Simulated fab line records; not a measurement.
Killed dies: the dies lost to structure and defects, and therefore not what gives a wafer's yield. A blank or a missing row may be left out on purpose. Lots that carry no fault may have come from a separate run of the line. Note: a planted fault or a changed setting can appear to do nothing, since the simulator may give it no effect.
Chamber matching / flow n5Finfet / N5_BEOL_M5_ETCH_62 on rieDiel-06: 4 sister chambers
The step etches SOC in N2/H2, target depth 75 nm, overetch 15 nm, time 112.5 s. 16 wafers are shown with their chamber, then 8 later ones without.

== WAFERS, EACH WITH ITS CHAMBER ==
wafer=L075.2; chamber=2; drypumpMotorCurrentA (A)=6.4; throttleValvePct (%)=17.68; oesProductAu (a.u.)=0.57
wafer=L075.5; chamber=3; drypumpMotorCurrentA (A)=6.3; throttleValvePct (%)=17.94; oesProductAu (a.u.)=0.63
wafer=L075.6; chamber=0; drypumpMotorCurrentA (A)=4.9; throttleValvePct (%)=18.28; oesProductAu (a.u.)=0.55
wafer=L081.1; chamber=3; drypumpMotorCurrentA (A)=6.3; throttleValvePct (%)=17.98; oesProductAu (a.u.)=0.62
wafer=L081.5; chamber=1; drypumpMotorCurrentA (A)=5.9; throttleValvePct (%)=17.79; oesProductAu (a.u.)=0.66
wafer=L081.6; chamber=2; drypumpMotorCurrentA (A)=6.4; throttleValvePct (%)=17.69; oesProductAu (a.u.)=0.57
wafer=L086.1; chamber=1; drypumpMotorCurrentA (A)=5.8; throttleValvePct (%)=17.81; oesProductAu (a.u.)=0.64
wafer=L086.3; chamber=3; drypumpMotorCurrentA (A)=6.3; throttleValvePct (%)=18.02; oesProductAu (a.u.)=0.61
wafer=L086.5; chamber=0; drypumpMotorCurrentA (A)=4.9; throttleValvePct (%)=17.81; oesProductAu (a.u.)=0.75
wafer=L089.1; chamber=2; drypumpMotorCurrentA (A)=6.3; throttleValvePct (%)=17.72; oesProductAu (a.u.)=0.55
wafer=L089.4; chamber=3; drypumpMotorCurrentA (A)=6.3; throttleValvePct (%)=18.02; oesProductAu (a.u.)=0.60
wafer=L089.5; chamber=1; drypumpMotorCurrentA (A)=5.8; throttleValvePct (%)=17.81; oesProductAu (a.u.)=0.64
wafer=L092.2; chamber=0; drypumpMotorCurrentA (A)=4.9; throttleValvePct (%)=17.82; oesProductAu (a.u.)=0.73
wafer=L092.3; chamber=1; drypumpMotorCurrentA (A)=5.9; throttleValvePct (%)=17.82; oesProductAu (a.u.)=0.64
wafer=L092.4; chamber=2; drypumpMotorCurrentA (A)=6.4; throttleValvePct (%)=17.72; oesProductAu (a.u.)=0.56
wafer=L094.2; chamber=0; drypumpMotorCurrentA (A)=4.9; throttleValvePct (%)=17.83; oesProductAu (a.u.)=0.72

SIGNATURES (means of the wafers above)
reading=drypumpMotorCurrentA; chamber 0=4.900; chamber 1=5.850; chamber 2=6.375; chamber 3=6.300; scatter within a chamber=0.0382
reading=throttleValvePct; chamber 0=17.9350; chamber 1=17.8075; chamber 2=17.7025; chamber 3=17.9900; scatter within a chamber=0.117
reading=oesProductAu; chamber 0=0.6875; chamber 1=0.6450; chamber 2=0.5625; chamber 3=0.6150; scatter within a chamber=0.0472
Rule: a wafer's distance from a chamber is the root of the sum, over the readings, of the square of ((its reading less the chamber's mean) divided by the reading's scatter). If the next closest chamber is less than 2 further off than the closest, the wafer can't be placed; otherwise it belongs to the closest. How the scatter is found: for the shown wafers, subtract from each reading the mean of its chamber, square and add these, divide the total by (wafers less chambers), then take the root.

== WAFERS MISSING THEIR CHAMBER ==
wafer=L094.3; drypumpMotorCurrentA (A)=5.8; throttleValvePct (%)=17.82; oesProductAu (a.u.)=0.63
wafer=L094.5; drypumpMotorCurrentA (A)=4.9; throttleValvePct (%)=17.85; oesProductAu (a.u.)=0.72
wafer=L095.1; drypumpMotorCurrentA (A)=6.3; throttleValvePct (%)=18.04; oesProductAu (a.u.)=0.60
wafer=L095.3; drypumpMotorCurrentA (A)=6.4; throttleValvePct (%)=17.75; oesProductAu (a.u.)=0.55
wafer=L095.4; drypumpMotorCurrentA (A)=4.9; throttleValvePct (%)=17.85; oesProductAu (a.u.)=0.72
wafer=L097.1; drypumpMotorCurrentA (A)=5.8; throttleValvePct (%)=17.83; oesProductAu (a.u.)=0.63
wafer=L097.3; drypumpMotorCurrentA (A)=6.4; throttleValvePct (%)=17.76; oesProductAu (a.u.)=0.55
wafer=L097.5; drypumpMotorCurrentA (A)=6.4; throttleValvePct (%)=17.77; oesProductAu (a.u.)=0.55

== EACH ONE'S CHAMBER ==
wafer=L094.3; from the rows above=1; in truth=1
wafer=L094.5; from the rows above=0; in truth=0
wafer=L095.1; from the rows above=3; in truth=3
wafer=L095.3; from the rows above=2; in truth=2
wafer=L095.4; from the rows above=0; in truth=0
wafer=L097.1; from the rows above=1; in truth=1
wafer=L097.3; from the rows above=2; in truth=2
wafer=L097.5; from the rows above=2; in truth=2
8 of 8 placed correctly. From these rows, 0 cannot be placed. 0 placed wrongly.
